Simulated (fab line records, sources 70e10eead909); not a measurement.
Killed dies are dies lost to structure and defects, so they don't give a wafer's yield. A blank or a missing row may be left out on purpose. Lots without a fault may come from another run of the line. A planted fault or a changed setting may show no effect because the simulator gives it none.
Chamber matching | flow nand_harc | NHARC_A_STAIRCASE_TRIM_196 on rie_diel-07: 4 sister chambers
The step chemistry O2, time 211.2 s. 20 wafers are shown with their chamber, then 10 later ones without.

WAFERS WITH THEIR CHAMBER
wafer  | chamber | drypump_motor_current_A (A) | showerhead_plenum_p_Torr (Torr) | rf_vpp_V (V)
L075.2 | 1       | 6.3                         | 3.40                            | 57.8
L075.4 | 2       | 5.9                         | 3.51                            | 57.8
L075.5 | 3       | 4.8                         | 3.37                            | 57.9
L078.2 | 2       | 6.0                         | 3.51                            | 57.3
L078.3 | 3       | 4.9                         | 3.37                            | 57.2
L078.4 | 1       | 6.3                         | 3.39                            | 57.1
L081.3 | 1       | 6.3                         | 3.39                            | 57.8
L081.5 | 1       | 6.3                         | 3.39                            | 56.4
L081.6 | 0       | 5.8                         | 3.48                            | 58.8
L082.1 | 3       | 4.9                         | 3.36                            | 56.8
L082.4 | 1       | 6.3                         | 3.39                            | 58.9
L082.6 | 3       | 4.9                         | 3.36                            | 57.3
L083.1 | 3       | 4.9                         | 3.36                            | 56.9
L083.2 | 0       | 5.9                         | 3.48                            | 58.3
L083.5 | 3       | 4.9                         | 3.36                            | 56.7
L083.3 | 1       | 6.3                         | 3.38                            | 58.2
L083.4 | 2       | 6.0                         | 3.50                            | 57.8
L083.6 | 0       | 5.9                         | 3.48                            | 58.5
L088.1 | 1       | 6.3                         | 3.38                            | 57.5
L088.5 | 2       | 5.9                         | 3.50                            | 56.5

SIGNATURES (means of the wafers above)
reading                  | chamber 0 | chamber 1 | chamber 2 | chamber 3 | scatter within a chamber
drypump_motor_current_A  | 5.867     | 6.300     | 5.950     | 4.883     | 0.0395
showerhead_plenum_p_Torr | 3.4800    | 3.3886    | 3.5050    | 3.3633    | 0.0057
rf_vpp_V                 | 58.533    | 57.671    | 57.350    | 57.133    | 0.614
Rule: a wafer's distance from a chamber is the root of the sum, over the readings, of the square of ((its reading less the chamber's mean) divided by the reading's scatter). The wafer belongs to the nearest chamber; if the next one is less than 2 further off, it can't be placed. The scatter: the root of (the sum of the squares of (reading less its chamber's mean) over the shown wafers, divided by (wafers less chambers)).

WAFERS WITHOUT THEIR CHAMBER
wafer  | drypump_motor_current_A (A) | showerhead_plenum_p_Torr (Torr) | rf_vpp_V (V)
L088.6 | 4.9                         | 3.35                            | 58.0
L090.2 | 5.9                         | 3.49                            | 58.7
L090.5 | 6.3                         | 3.38                            | 57.7
L090.6 | 5.9                         | 3.49                            | 57.9
L094.2 | 5.9                         | 3.46                            | 57.0
L094.3 | 6.0                         | 3.48                            | 58.5
L094.5 | 4.9                         | 3.34                            | 58.5
L096.1 | 5.8                         | 3.46                            | 60.1
L096.3 | 6.0                         | 3.48                            | 57.7
L096.4 | 4.8                         | 3.34                            | 57.5

WHICH CHAMBER EACH WENT THROUGH
wafer  | from the rows above     | in truth
L088.6 | 3                       | 3
L090.2 | can't be placed: 0 or 2 | 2
L090.5 | 1                       | 1
L090.6 | can't be placed: 0 or 2 | 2
L094.2 | 0                       | 0
L094.3 | can't be placed: 0 or 2 | 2
L094.5 | 3                       | 3
L096.1 | 0                       | 0
L096.3 | can't be placed: 0 or 2 | 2
L096.4 | 3                       | 3
Placed correctly: 6 of 10. Can't be placed from these rows: 4 (the true chamber is among the candidates in 4). Placed wrongly: 0.
